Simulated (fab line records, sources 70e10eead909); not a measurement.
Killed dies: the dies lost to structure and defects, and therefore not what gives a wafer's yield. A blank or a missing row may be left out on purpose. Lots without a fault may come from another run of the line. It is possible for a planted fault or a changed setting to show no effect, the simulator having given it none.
Comparing a struck lot with a sound one | flow nand_harc | 15 steps out of a route of 1159
Sound: wafers L701.1, L701.3, L701.5. Struck: wafer L724.1. (L724.4, L724.5 of the same lot were not struck and are left out.) The cause comes at the end.
Each step with rows lists, per side, the tool, then ch with its chambers, then its first start. Under that, the readings that differ: sound wafers | struck wafers | difference of the means | sigmas: that difference in standard deviations of wafers without a fault.
alike: words and numbers the same on both sides, and readings whose means are apart by under 2 such deviations; not compared: readings that were withheld, readings missing a value for some wafer, numbers with overlapping values and no deviation given by the record, and bounds like >300 which may hide the same value.
A row with sigmas, a row that says differs or no value, or rows on one side alone: a step with any of these is where the two part. Numbers that have no deviation but don't overlap get no sigmas and don't part them. A reading missing from all wafers of one side parts the sides only when that side holds two or more wafers.

first, 7 steps without rows for these wafers: NHARC_A_BONDPAD_COAT_33 (time 65 s); NHARC_A_BONDPAD_COAT_03 (resist thk 600 nm); NHARC_A_BONDPAD_SOFTBAKE_04 (time 70 s); NHARC_A_BONDPAD_EBR_05; NHARC_A_BONDPAD_EXPOSE_06 (exposes mask A BPAD); NHARC_A_BONDPAD_PEB_07 (peb time 80 s); NHARC_A_BONDPAD_DEVELOP_08 (time 50 s).
NHARC_A_BONDPAD_CD_MEAS_09: target cd 500 nm.
  sound on cd_sem-03 ch 0, day 17 19:14; struck on cd_sem-01 ch 0, day 23 11:40
  alike: cd_nm
NHARC_A_BONDPAD_OVL_MEAS_35:
  struck on overlay-01, day 23 11:45; sound on overlay-01, day 17 19:19
  alike: overlay_x_nm, overlay_y_nm
then, 1 step without rows for these wafers: NHARC_A_BONDPAD_HARDBAKE_10 (time 65 s).
NHARC_A_BONDPAD_DESCUM_11: chemistry O2, time 3 s.
  sound on rie_diel-06 ch 0,1,3, day 17 19:28; struck on rie_diel-02 ch 1, day 23 11:53
  reading                     | sound       | struck | difference | sigmas
  drypump_motor_current_A (A) | 5.8 6.6 5.8 | 4.9    | -1.2       | -2
  alike: oes_product_au, rf_vpp_V, showerhead_plenum_p_Torr, throttle_valve_pct
  not compared: rf_hours_counter_h
NHARC_A_BONDPAD_ETCH_34: etches the open film in N2/H2, target depth 60 nm, overetch 18 nm, time 65.91 s.
  sound on rie_diel-06 ch 1,2, day 17 19:32; struck on rie_diel-02 ch 0, day 23 11:58
  alike: drypump_motor_current_A, oes_product_au, rf_fwd_power_W, rf_vpp_V, run_length_s, showerhead_plenum_p_Torr, throttle_valve_pct
  not compared: rf_hours_counter_h
NHARC_A_BONDPAD_ETCH_12: etches the open film in CHF3/O2, target depth 220 nm, time 110 s.
  sound on rie_diel-06 ch 0,3, day 17 19:38; struck on rie_diel-02 ch 2, day 23 12:04
  reading                         | sound             | struck | difference | sigmas
  rf_vpp_V (V)                    | 372.6 373.3 374.0 | 367.9  | -5.4       | -2
  run_length_s (s)                | 131.2 131.1 131.1 | 127.9  | -3.2       | -9
  showerhead_plenum_p_Torr (Torr) | 2.51 2.53 2.53    | 2.24   | -0.28      | -3
  alike: drypump_motor_current_A, oes_product_au, throttle_valve_pct
  not compared: rf_fwd_power_W, rf_hours_counter_h
NHARC_A_BONDPAD_CD_MEAS_13:
  struck on cd_sem-01, day 23 12:11; sound on cd_sem-01, day 17 19:46
  alike: cd_nm
NHARC_END_SORT_01:
  sound on prober-01 ch 0, day 19 06:13; struck on prober-02 ch 0, day 25 02:24
  reading                  | sound          | struck | difference | sigmas
  defect_limited_yield (%) | 96.2 96.3 96.3 | 92.8   | -3.5       | -2
  killed_at_array          | 22 20 20       | 44     | +23        | +2
  killed_dies              | 26 25 25       | 49     | +24        | +2
  sort_bin_2_pct (%)       | 0.6 1.3 0.9    | 2.5    | +1.6       | +2
  sort_n_pass              | 651 652 652    | 628    | -24        | -2
  sort_rim_yield_pct (%)   | 97.2 97.2 97.2 | 90.6   | -6.6       | -3
  sort_yield_pct (%)       | 96.2 96.3 96.3 | 92.8   | -3.5       | -2
  alike: killed_at_other, killed_at_periphery, killed_open, killed_short, sort_bin_3_pct, sort_bin_4_pct

## WHERE THEY PART
First at NHARC_A_BONDPAD_DESCUM_11; last, within this record, at NHARC_END_SORT_01.

WHY: whatever the simulator had introduced
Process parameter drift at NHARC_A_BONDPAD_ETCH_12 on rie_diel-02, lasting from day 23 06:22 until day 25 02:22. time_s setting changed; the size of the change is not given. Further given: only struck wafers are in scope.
